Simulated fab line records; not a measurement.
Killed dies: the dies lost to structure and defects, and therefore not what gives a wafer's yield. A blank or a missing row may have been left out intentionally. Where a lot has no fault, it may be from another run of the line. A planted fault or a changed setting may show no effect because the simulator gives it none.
Which tool is to blame?    flow nand_harc    Sampling: 12 lots, 35 wafers, 4 of 1302 route steps

== WHAT EACH GAUGE READ, for each wafer ==
The record holds no reading of a measuring or inspecting step that can be judged against a usual standard deviation.

== WHAT TOOL EACH LOT RAN ON (gives the tool, then ch and the chambers of the sampled wafers, and finally the start) ==
lot   NHARC_P_STI_ETCH_31                            NHARC_P_GATE_HM_OPEN_105                       NHARC_P_GATE_ETCH_32             NHARC_P_GATE_STRIP_76
L952  rie_diel-12 ch 0,1,3, day 5 08:29 or earlier   rie_diel-07 ch 0,1, day 5 08:29 or earlier     rie_si-01 ch 0,2,3, day 5 08:29  plasma_asher-02 ch 0,1, day 5 22:23
L954  rie_diel-03 ch 0,1,2, day 5 15:01 or earlier   rie_diel-06 ch 0,1,3, day 5 15:01 or earlier   rie_si-02 ch 0,1,3, day 5 15:01  plasma_asher-02 ch 0,1, day 6 07:03
L956  rie_diel-03 ch 1,2, day 6 18:42 or earlier     rie_diel-11 ch 2,3, day 6 18:42 or earlier     rie_si-02 ch 0,1, day 6 18:42    plasma_asher-02 ch 0,1, day 7 08:37
L959  rie_diel-01 ch 0,1, day 7 22:51 or earlier     rie_diel-06 ch 0,2,3, day 7 22:51 or earlier   rie_si-03 ch 0,2, day 7 22:51    plasma_asher-02 ch 0,1, day 8 12:50
L961  rie_diel-01 ch 1,2,3, day 8 21:16 or earlier   rie_diel-11 ch 0,1,3, day 8 21:16 or earlier   rie_si-03 ch 0,3, day 8 21:16    plasma_asher-02 ch 0,1, day 9 11:10
L962  rie_diel-03 ch 0,1,2, day 9 09:57 or earlier   rie_diel-11 ch 0,1,2, day 9 09:57 or earlier   rie_si-02 ch 0,1,2, day 9 09:57  plasma_asher-02 ch 0, day 9 23:47
L966  rie_diel-01 ch 0,3, day 11 09:16 or earlier    rie_diel-11 ch 0,1,2, day 11 09:16 or earlier  rie_si-02 ch 0,3, day 11 09:16   plasma_asher-01 ch 1, day 11 23:07
L968  rie_diel-01 ch 0,1, day 11 17:06 or earlier    rie_diel-07 ch 0,1,2, day 11 17:06 or earlier  rie_si-02 ch 1,2, day 11 17:06   plasma_asher-01 ch 0,1, day 12 06:40
L969  rie_diel-03 ch 0,1, day 12 02:54 or earlier    rie_diel-06 ch 1,3, day 12 02:54 or earlier    rie_si-02 ch 1,2, day 12 02:54   plasma_asher-01 ch 0,1, day 12 18:55
L972  rie_diel-01 ch 2,3, day 13 05:34 or earlier    rie_diel-07 ch 0,1,2, day 13 05:34 or earlier  rie_si-03 ch 1,2, day 13 05:34   plasma_asher-02 ch 0,1, day 13 19:25
L973  rie_diel-03 ch 0,1,2, day 13 17:04 or earlier  rie_diel-07 ch 0,2, day 13 17:04 or earlier    rie_si-03 ch 0,1, day 13 17:04   plasma_asher-02 ch 0,1, day 14 07:00
L975  rie_diel-01 ch 0,1,2, day 14 13:13 or earlier  rie_diel-06 ch 0,1, day 14 13:13 or earlier    rie_si-03 ch 0,3, day 14 13:13   plasma_asher-02 ch 0,1, day 15 02:58
- NHARC_P_STI_ETCH_31: etches the open film in CF4/CHF3, target depth 108.9 nm, time 54.5 s.
- NHARC_P_GATE_HM_OPEN_105: chemistry O2/COS, target depth 360 nm.
- NHARC_P_GATE_ETCH_32: etches the open film in HBr/Cl2, target depth 150 nm, time 100.1 s.
- NHARC_P_GATE_STRIP_76: strips in O2.

== WHAT THE TOOLS THEMSELVES READ (means of the sampled wafers that have a number; where no wafer has one, the mark that the record gives instead) ==
NHARC_P_STI_ETCH_31.
lot   tool         drypump_motor_current_A (A)  oes_product_au (a.u.)  rf_vpp_V (V)  showerhead_plenum_p_Torr (Torr)  throttle_valve_pct (%)
L952  rie_diel-12  5.6                          0.926                  371.2         1.60                             16.803
L954  rie_diel-03  5.7                          0.941                  373.1         1.63                             16.794
L956  rie_diel-03  5.7                          0.917                  372.6         1.65                             16.792
L959  rie_diel-01  6.1                          0.961                  369.4         1.56                             16.795
L961  rie_diel-01  5.9                          0.924                  370.3         1.57                             16.802
L962  rie_diel-03  5.8                          0.953                  371.5         1.63                             16.804
L966  rie_diel-01  6.1                          0.924                  369.5         1.55                             16.800
L968  rie_diel-01  5.9                          0.964                  370.6         1.55                             16.803
L969  rie_diel-03  5.7                          0.911                  372.9         1.62                             16.797
L972  rie_diel-01  6.1                          0.971                  370.8         1.59                             16.804
L973  rie_diel-03  5.7                          0.963                  373.3         1.63                             16.811
L975  rie_diel-01  6.1                          0.947                  370.4         1.58                             16.800

NHARC_P_GATE_HM_OPEN_105.
lot   tool         drypump_motor_current_A (A)  o2_flow_sccm (sccm)  oes_product_au (a.u.)  rf_vpp_V (V)  showerhead_plenum_p_Torr (Torr)  throttle_valve_pct (%)
L952  rie_diel-07  5.4                          399.9                0.998                  465.9         3.05                             28.333
L954  rie_diel-06  6.0                          399.1                0.996                  469.0         3.20                             28.330
L956  rie_diel-11  6.0                          398.7                0.997                  466.2         3.06                             28.323
L959  rie_diel-06  5.6                          398.7                0.992                  470.1         3.29                             28.334
L961  rie_diel-11  5.5                          400.4                1.006                  469.4         3.23                             28.331
L962  rie_diel-11  5.8                          400.1                1.006                  468.2         3.20                             28.336
L966  rie_diel-11  5.8                          399.9                1.001                  469.8         3.20                             28.328
L968  rie_diel-07  5.4                          399.0                0.995                  465.2         3.02                             28.318
L969  rie_diel-06  5.8                          400.4                0.996                  466.9         3.12                             28.334
L972  rie_diel-07  5.4                          399.6                0.994                  465.4         3.02                             28.326
L973  rie_diel-07  5.5                          398.8                0.996                  464.5         2.98                             28.324
L975  rie_diel-06  6.0                          400.8                0.992                  468.8         3.22                             28.339

NHARC_P_GATE_ETCH_32.
lot   tool       drypump_motor_current_A (A)  oes_product_au (a.u.)  throttle_valve_pct (%)
L952  rie_si-01  5.7                          0.998                  26.401
L954  rie_si-02  5.5                          1.003                  26.397
L956  rie_si-02  5.0                          0.989                  26.401
L959  rie_si-03  6.0                          0.991                  26.404
L961  rie_si-03  6.0                          0.980                  26.402
L962  rie_si-02  5.6                          0.996                  26.402
L966  rie_si-02  5.8                          0.994                  26.405
L968  rie_si-02  5.8                          0.991                  26.406
L969  rie_si-02  5.5                          0.997                  26.409
L972  rie_si-03  6.1                          1.000                  26.409
L973  rie_si-03  5.7                          1.005                  26.400
L975  rie_si-03  5.8                          0.994                  26.402

NHARC_P_GATE_STRIP_76.
lot   tool             drypump_motor_current_A (A)  heater_power_w (W)
L952  plasma_asher-02  5.0                          329
L954  plasma_asher-02  5.0                          322
L956  plasma_asher-02  5.0                          325
L959  plasma_asher-02  5.0                          336
L961  plasma_asher-02  5.0                          339
L962  plasma_asher-02  5.0                          313
L966  plasma_asher-01  6.3                          304
L968  plasma_asher-01  6.2                          332
L969  plasma_asher-01  6.2                          323
L972  plasma_asher-02  5.0                          311
L973  plasma_asher-02  5.0                          326
L975  plasma_asher-02  5.0                          307

== THE ANSWER, worked out from the rows above alone ==
Rule: the lots themselves supply what counts as usual. Put in order of their means at a reading, lots are off if they are a third of the lots or fewer, leave a main group of 4 or more, and stand apart from it by a gap of 3 or more times the standard deviation of the main group's means; of several such gaps the widest counts. If all means in a main group match to the digits the tables above print for the reading, that group is not used. A lot without any number at a reading at which 4 lots or more have one is off too. All remaining lots with rows at the step are treated as sound. The gauges are gone through in route order, then the tools' own readings, and for those a lot's mean is taken as printed above. At the first step where some lot is off, the reading lying furthest off is the one used; lots without a number count as furthest.
No lot is off on any of the readings shown, so nothing can be concluded from this.

== WHAT THE SIMULATOR HAD PUT IN ==
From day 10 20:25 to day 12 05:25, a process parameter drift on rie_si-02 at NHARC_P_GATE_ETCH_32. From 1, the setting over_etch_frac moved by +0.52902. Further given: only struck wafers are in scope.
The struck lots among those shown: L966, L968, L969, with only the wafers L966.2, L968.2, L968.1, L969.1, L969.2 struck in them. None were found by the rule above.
